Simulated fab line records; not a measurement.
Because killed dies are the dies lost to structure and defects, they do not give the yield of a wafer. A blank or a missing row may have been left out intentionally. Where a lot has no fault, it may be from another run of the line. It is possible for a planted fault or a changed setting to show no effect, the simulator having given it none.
Which tool was responsible? | flow n5-finfet | 11 lots, 33 wafers sampled, at 6 steps of a route of 1938

WHAT THE GAUGES READ, wafer by wafer
N5_BEOL_M1_CD_MEAS_18: pitch 36 nm, target cd 18 nm.
lot  | measured     | on        | cd-nm (nm)
L076 | day 6 10:20  | cd-sem-02 | 17.9 18.7 18.0
L078 | day 7 01:34  | cd-sem-01 | 17.9 17.9 17.8
L080 | day 7 14:27  | cd-sem-01 | 17.9 17.9 17.5
L082 | day 8 00:02  | cd-sem-03 | 17.6 17.8 17.6
L084 | day 8 17:01  | cd-sem-03 | 18.2 17.9 18.1
L087 | day 10 05:07 | cd-sem-03 | 18.3 18.1 18.3
L089 | day 10 14:44 | cd-sem-02 | 17.8 17.8 17.9
L088 | day 10 17:50 | cd-sem-01 | 18.1 18.3 18.2
L091 | day 11 19:13 | cd-sem-03 | 18.3 18.3 18.0
L095 | day 11 20:34 | cd-sem-01 | 18.3 18.2 18.4
L096 | day 11 21:01 | cd-sem-02 | 17.9 18.5 17.8

EACH LOT AND THE TOOL THAT RAN IT (in order: tool; ch and the chambers of the sampled wafers; start)
lot  | N5_BEOL_M0_SAQP_HM_OPEN_112        | N5_BEOL_M0_SAQP_SPACER1_ALD_98    | N5_BEOL_M0_SAQP_ETCH_49            | N5_BEOL_M0_ANNEAL_135        | N5_BEOL_M1_STRIP_66
L076 | rie-diel-03 ch 0,1,2, day 5 22:48  | ald-sin-02 ch 2,3, day 5 23:30    | rie-diel-02 ch 1,3, day 6 03:36    | pvd-sputter-01, day 6 06:49  | rie-diel-03 ch 0,1, day 6 09:56
L078 | rie-diel-01 ch 1,2, day 6 10:30    | ald-sin-02 ch 0,1,3, day 6 11:54  | rie-diel-02 ch 0,1,2, day 6 15:59  | pvd-sputter-03, day 6 22:17  | rie-diel-02 ch 0,1, day 7 01:21
L080 | rie-diel-02 ch 1,2,3, day 7 00:54  | ald-sin-02 ch 0,1,2, day 7 02:11  | rie-diel-01 ch 0,1, day 7 06:06    | pvd-sputter-03, day 7 11:40  | rie-diel-02 ch 0,1, day 7 14:13
L082 | rie-diel-03 ch 0,2, day 7 10:28    | ald-sin-01 ch 0,3, day 7 11:12    | rie-diel-03 ch 1,3, day 7 15:46    | pvd-sputter-01, day 7 21:10  | rie-diel-03 ch 0,1,3, day 7 23:49
L084 | rie-diel-02 ch 0,1,3, day 8 05:14  | ald-sin-01 ch 2,3, day 8 05:56    | rie-diel-02 ch 0,1,3, day 8 09:49  | pvd-sputter-01, day 8 13:55  | rie-diel-02 ch 1,2,3, day 8 16:47
L087 | rie-diel-01 ch 1,2,3, day 9 18:42  | ald-sin-02 ch 1,2,3, day 9 19:24  | rie-diel-01 ch 0,1,3, day 9 23:44  | pvd-sputter-02, day 10 02:44 | rie-diel-01 ch 0,1,2, day 10 04:53
L089 | rie-diel-03 ch 0,2,3, day 10 01:47 | ald-sin-04 ch 0,2,3, day 10 03:08 | rie-diel-03 ch 0,2,3, day 10 07:35 | pvd-sputter-03, day 10 11:34 | rie-diel-03 ch 0,1,3, day 10 14:27
L088 | rie-diel-03 ch 1,3, day 10 02:03   | ald-sin-02 ch 2,3, day 10 04:35   | rie-diel-02 ch 0,1,3, day 10 08:42 | pvd-sputter-01, day 10 13:20 | rie-diel-01 ch 0,1,3, day 10 17:30
L091 | rie-diel-01 ch 0,2, day 11 04:27   | ald-sin-04 ch 1,2, day 11 06:19   | rie-diel-01 ch 1,3, day 11 10:37   | pvd-sputter-02, day 11 14:45 | rie-diel-02 ch 0,2, day 11 18:59
L095 | rie-diel-01 ch 1,2,3, day 11 08:07 | ald-sin-01 ch 0,2, day 11 08:53   | rie-diel-03 ch 1,2,3, day 11 13:09 | pvd-sputter-02, day 11 16:55 | rie-diel-01 ch 0,1,3, day 11 20:14
L096 | rie-diel-02 ch 0,3, day 11 09:44   | ald-sin-04 ch 0,3, day 11 10:40   | rie-diel-03 ch 2,3, day 11 14:47   | pvd-sputter-02, day 11 18:06 | rie-diel-02 ch 0,3, day 11 20:47
- N5_BEOL_M0_SAQP_HM_OPEN_112: chemistry CHF3/O2, target SiO2, stops on a-Si, target depth 12 nm, time 13.5 s.
- N5_BEOL_M0_SAQP_SPACER1_ALD_98: deposits SiO2, target thk 12.8 nm, pulse time 1 s, purge time 2 s.
- N5_BEOL_M0_SAQP_ETCH_49: etches SiO2 in CF4/O2, target depth 37 nm.
- N5_BEOL_M0_ANNEAL_135: time 60 s.
- N5_BEOL_M1_STRIP_66: strips in CF4.

THE ANSWER, worked out from the rows above alone
Rule: the lots themselves supply what counts as usual. Put in order of their means at a reading, lots are off if they are a third of the lots or fewer, leave a main group of 4 or more, and stand apart from it by a gap of 3 or more times the standard deviation of the main group's means; of several such gaps the widest counts. A main group is skipped when, at the precision printed for the reading in the tables above, its means are all equal. A lot without any number at a reading at which 4 lots or more have one is off too. The other lots that the step has rows for count as sound.
No lot is off at any reading shown: from this, nothing can be told.

WHAT WAS PUT IN BY THE SIMULATOR
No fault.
